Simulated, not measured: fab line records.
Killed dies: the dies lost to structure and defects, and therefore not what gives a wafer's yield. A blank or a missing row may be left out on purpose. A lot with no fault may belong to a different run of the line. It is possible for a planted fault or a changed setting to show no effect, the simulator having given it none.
Chamber matching || flow n5Finfet || 4 sister chambers for N5_FIN_CUT_ETCH_21 on rieDiel-02
The step etches SOC in N2/H2, target depth 219 nm, overetch 43.8 nm, time 523.5 s. 20 wafers are shown with their chamber, then 10 later ones without.

== WAFERS WITH THEIR CHAMBER ==
{"wafer": "L075.2", "chamber": 1, "drypumpMotorCurrentA (A)": 6.4, "showerheadPlenumPTorr (Torr)": 2.45, "throttleValvePct (%)": 17.72}
{"wafer": "L075.4", "chamber": 0, "drypumpMotorCurrentA (A)": 5.0, "showerheadPlenumPTorr (Torr)": 2.63, "throttleValvePct (%)": 17.57}
{"wafer": "L075.5", "chamber": 3, "drypumpMotorCurrentA (A)": 6.0, "showerheadPlenumPTorr (Torr)": 2.42, "throttleValvePct (%)": 17.54}
{"wafer": "L076.3", "chamber": 3, "drypumpMotorCurrentA (A)": 6.0, "showerheadPlenumPTorr (Torr)": 2.42, "throttleValvePct (%)": 17.53}
{"wafer": "L076.4", "chamber": 1, "drypumpMotorCurrentA (A)": 6.4, "showerheadPlenumPTorr (Torr)": 2.45, "throttleValvePct (%)": 17.74}
{"wafer": "L076.5", "chamber": 2, "drypumpMotorCurrentA (A)": 5.6, "showerheadPlenumPTorr (Torr)": 2.65, "throttleValvePct (%)": 17.64}
{"wafer": "L079.1", "chamber": 2, "drypumpMotorCurrentA (A)": 5.6, "showerheadPlenumPTorr (Torr)": 2.65, "throttleValvePct (%)": 17.66}
{"wafer": "L079.2", "chamber": 3, "drypumpMotorCurrentA (A)": 6.0, "showerheadPlenumPTorr (Torr)": 2.42, "throttleValvePct (%)": 17.55}
{"wafer": "L079.3", "chamber": 0, "drypumpMotorCurrentA (A)": 5.0, "showerheadPlenumPTorr (Torr)": 2.63, "throttleValvePct (%)": 17.57}
{"wafer": "L080.1", "chamber": 3, "drypumpMotorCurrentA (A)": 6.0, "showerheadPlenumPTorr (Torr)": 2.41, "throttleValvePct (%)": 17.57}
{"wafer": "L080.2", "chamber": 2, "drypumpMotorCurrentA (A)": 5.6, "showerheadPlenumPTorr (Torr)": 2.65, "throttleValvePct (%)": 17.65}
{"wafer": "L080.4", "chamber": 1, "drypumpMotorCurrentA (A)": 6.4, "showerheadPlenumPTorr (Torr)": 2.45, "throttleValvePct (%)": 17.74}
{"wafer": "L081.2", "chamber": 0, "drypumpMotorCurrentA (A)": 5.0, "showerheadPlenumPTorr (Torr)": 2.63, "throttleValvePct (%)": 17.57}
{"wafer": "L081.3", "chamber": 2, "drypumpMotorCurrentA (A)": 5.6, "showerheadPlenumPTorr (Torr)": 2.65, "throttleValvePct (%)": 17.67}
{"wafer": "L081.4", "chamber": 3, "drypumpMotorCurrentA (A)": 6.0, "showerheadPlenumPTorr (Torr)": 2.41, "throttleValvePct (%)": 17.55}
{"wafer": "L082.3", "chamber": 2, "drypumpMotorCurrentA (A)": 5.6, "showerheadPlenumPTorr (Torr)": 2.65, "throttleValvePct (%)": 17.67}
{"wafer": "L082.5", "chamber": 1, "drypumpMotorCurrentA (A)": 6.4, "showerheadPlenumPTorr (Torr)": 2.45, "throttleValvePct (%)": 17.73}
{"wafer": "L082.6", "chamber": 0, "drypumpMotorCurrentA (A)": 5.0, "showerheadPlenumPTorr (Torr)": 2.62, "throttleValvePct (%)": 17.58}
{"wafer": "L090.4", "chamber": 3, "drypumpMotorCurrentA (A)": 6.0, "showerheadPlenumPTorr (Torr)": 2.41, "throttleValvePct (%)": 17.58}
{"wafer": "L090.5", "chamber": 0, "drypumpMotorCurrentA (A)": 5.1, "showerheadPlenumPTorr (Torr)": 2.62, "throttleValvePct (%)": 17.59}

SIGNATURES (means of the wafers above)
{"reading": "drypumpMotorCurrentA", "chamber 0": 5.020, "chamber 1": 6.400, "chamber 2": 5.600, "chamber 3": 6.000, "scatter within a chamber": 0.0224}
{"reading": "showerheadPlenumPTorr", "chamber 0": 2.6260, "chamber 1": 2.4500, "chamber 2": 2.6500, "chamber 3": 2.4150, "scatter within a chamber": 0.00411}
{"reading": "throttleValvePct", "chamber 0": 17.5760, "chamber 1": 17.7325, "chamber 2": 17.6580, "chamber 3": 17.5533, "scatter within a chamber": 0.0137}
Rule: a wafer's distance from a chamber is the root of the sum, over the readings, of the square of ((its reading less the chamber's mean) divided by the reading's scatter). If the next closest chamber is less than 2 further off than the closest, the wafer can't be placed; otherwise it belongs to the closest. The scatter: the root of (the sum of the squares of (reading less its chamber's mean) over the shown wafers, divided by (wafers less chambers)).

== WAFERS WITH NO CHAMBER GIVEN ==
{"wafer": "L090.6", "drypumpMotorCurrentA (A)": 6.0, "showerheadPlenumPTorr (Torr)": 2.41, "throttleValvePct (%)": 17.59}
{"wafer": "L093.1", "drypumpMotorCurrentA (A)": 6.5, "showerheadPlenumPTorr (Torr)": 2.44, "throttleValvePct (%)": 17.76}
{"wafer": "L093.2", "drypumpMotorCurrentA (A)": 5.0, "showerheadPlenumPTorr (Torr)": 2.62, "throttleValvePct (%)": 17.60}
{"wafer": "L093.6", "drypumpMotorCurrentA (A)": 5.0, "showerheadPlenumPTorr (Torr)": 2.62, "throttleValvePct (%)": 17.62}
{"wafer": "L096.1", "drypumpMotorCurrentA (A)": 5.0, "showerheadPlenumPTorr (Torr)": 2.61, "throttleValvePct (%)": 17.62}
{"wafer": "L096.2", "drypumpMotorCurrentA (A)": 5.6, "showerheadPlenumPTorr (Torr)": 2.64, "throttleValvePct (%)": 17.69}
{"wafer": "L096.4", "drypumpMotorCurrentA (A)": 6.0, "showerheadPlenumPTorr (Torr)": 2.40, "throttleValvePct (%)": 17.61}
{"wafer": "L097.1", "drypumpMotorCurrentA (A)": 6.0, "showerheadPlenumPTorr (Torr)": 2.40, "throttleValvePct (%)": 17.62}
{"wafer": "L097.2", "drypumpMotorCurrentA (A)": 5.0, "showerheadPlenumPTorr (Torr)": 2.61, "throttleValvePct (%)": 17.62}
{"wafer": "L097.4", "drypumpMotorCurrentA (A)": 5.6, "showerheadPlenumPTorr (Torr)": 2.64, "throttleValvePct (%)": 17.69}

== THE CHAMBER EACH PASSED THROUGH ==
{"wafer": "L090.6", "from the rows above": 3, "in truth": 3}
{"wafer": "L093.1", "from the rows above": 1, "in truth": 1}
{"wafer": "L093.2", "from the rows above": 0, "in truth": 0}
{"wafer": "L093.6", "from the rows above": 0, "in truth": 0}
{"wafer": "L096.1", "from the rows above": 0, "in truth": 0}
{"wafer": "L096.2", "from the rows above": 2, "in truth": 2}
{"wafer": "L096.4", "from the rows above": 3, "in truth": 3}
{"wafer": "L097.1", "from the rows above": 3, "in truth": 3}
{"wafer": "L097.2", "from the rows above": 0, "in truth": 0}
{"wafer": "L097.4", "from the rows above": 2, "in truth": 2}
Correct placement for 10 of the 10. Not placeable from these rows: 0. 0 placed wrongly.
